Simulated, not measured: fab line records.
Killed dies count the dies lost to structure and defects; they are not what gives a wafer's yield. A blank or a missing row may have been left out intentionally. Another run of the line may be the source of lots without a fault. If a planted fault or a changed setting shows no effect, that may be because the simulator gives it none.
Struck lot and sound lot, side by side ; flow n5_finfet ; 17 out of 1938 route steps
Sound: these wafers, L776.1, L776.3, L776.4. Wafers L781.2, L781.5, L781.6 were the ones struck. At the end, the cause is stated.
Each step with rows lists, per side, the tool, then ch with its chambers, then its first start. Under that, the readings that differ: sound wafers ; struck wafers ; difference of the means ; sigmas: that difference in standard deviations of wafers without a fault.
alike: readings with means less than 2 such deviations apart, plus words and numbers identical on both sides. not compared: withheld readings, readings lacking a value on some wafer, bounds such as >300 that could conceal the same value, and numbers that have no deviation in the record and whose values overlap.
Wherever a step has rows on one side only, a row that says differs or no value, or a row with sigmas, the two part there. When numbers do not overlap yet have no deviation, they are printed without sigmas and do not part them. Lack of a reading on every wafer of one side parts them only where that side has two or more wafers.

first, 11 steps without rows for these wafers: N5_MOL_CONTACT_COAG_DESCUM_88 (chemistry O2, time 7 s); N5_MOL_CONTACT_COAG_ETCH_89 (etches underlayer in N2/H2, target depth 13 nm, time 10.4 s); N5_MOL_CONTACT_COAG_ETCH_90 (etches SiARC in CF4, target depth 13 nm, time 21.7 s); N5_MOL_CONTACT_COAG_ALD_131 (deposits SiO2, target thk 5 nm, pulse time 1 s, co reactant pulse time 1 s); N5_MOL_CONTACT_COAG_ETCHBACK_132 (etches SiO2 in CHF3, target depth 10 nm, time 6.7 s); N5_MOL_CONTACT_COAG_ETCH_91 (etches SOC in N2/H2, target depth 60 nm, overetch 21 nm, time 101.2 s); N5_MOL_CONTACT_COAG_STRIP_92 (strips in N2/H2); N5_MOL_CONTACT_COAG_STRIP_93 (strips in N2/H2); N5_MOL_CONTACT_COAG_ETCHBACK_135 (etches SiO2 in CHF3, target depth 25 nm, time 16.7 s); N5_MOL_CONTACT_COAG_STRIP_118 (strips in CHF3); N5_MOL_CONTACT_COAG_VIA_ETCH_46 (etches SiO2 in C4F6/O2, target depth 46 nm, overetch 9.2 nm, time 40 s).
N5_MOL_CONTACT_COAG_STRIP_96: strips in N2/H2.
  sound on rie_diel-01 ch 1,2, day 7 22:41; struck on rie_diel-01 ch 1,2, day 9 01:22
  no value came back on the struck wafers for any of 9 readings (bias_power_w (W), chamber_pressure_mTorr (mTorr) and others); on the sound wafers bias_power_w (W) reads 27.99 27.85 27.86
reading;sound;struck;difference;sigmas
model.SOC_of_MOL_CONTACT_COAG_COAT_75.thk_nm (nm);0 0 0;50.4 50.6 50.6;+50.5;
model.SiO2_of_MOL_CONTACT_COAG_ALD_131.thk_nm (nm);0 0 0;5 5 5;+5;
  not compared: rf_hours_counter_h
then, 1 step without rows for these wafers: N5_MOL_CONTACT_COAG_ETCH_47 (etches SiNx in CH3F/O2, stops on W, target depth 27 nm).
N5_MOL_CONTACT_COAG_STRIP_119: strips in N2/H2, time 30 s.
  sound on plasma_asher-02 ch 0,1, day 7 22:49; struck on plasma_asher-02 ch 0,1, day 9 01:29
reading;sound;struck;difference;sigmas
model.SOC_of_MOL_CONTACT_COAG_COAT_75.thk_nm (nm);0 0 0;25.8 25.8 26;+25.9;
  alike: drypump_motor_current_A, h2_flow_sccm, heater_power_w
  not compared: rf_hours_counter_h
then, 1 step without rows for these wafers: N5_MOL_CONTACT_COAG_PRECLEAN_144 (cleans in alkaline clean, time 60 s).
N5_BEOL_M4_RC_MEAS_101:
  the record has rows for the sound wafers here (prober-01 ch 0, day 10 22:06) and none for the struck ones
-- record jumps: 7 days separate the struck wafers' starts on either side; left off in module BEOL_M4, taken up again in module PASSIVATION, whose first shown step is the route's number 1936 --
N5_PASSIVATION_PROBE_49:
  sound on prober-01, day 15 03:49; struck on prober-01, day 16 03:41
reading;sound;struck;difference;sigmas
defect_limited_yield (%);93.4 93.6 89.7;0 0 0;-92;-61
killed_at_contacts;4 8 12;1083 1089 1077;+1075;+99 or more
killed_dies;78 76 121;1180 1180 1180;+1088;+60
killed_on_rim;10 14 16;152 152 152;+139;+31
sort_bin_5_function (%);4.1 4.0 6.1;96.8 95.9 96.2;+91.6;+92
sort_n_pass;1102 1104 1059;0 0 0;-1088;-60
sort_yield_pct (%);93.4 93.6 89.7;0 0 0;-92;-61
  alike: killed_at_M0_to_M3, killed_at_M4_up, killed_at_front_end, killed_at_other, killed_open, killed_short, sort_bin_6_memory

== WHERE THEY PART ==
Earliest at N5_MOL_CONTACT_COAG_STRIP_96; latest, in this record, at N5_PASSIVATION_PROBE_49.

WHY: what the simulator had put in
Skipped step whole: rie_diel-01, from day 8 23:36 on, at N5_MOL_CONTACT_COAG_STRIP_96. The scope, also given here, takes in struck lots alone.
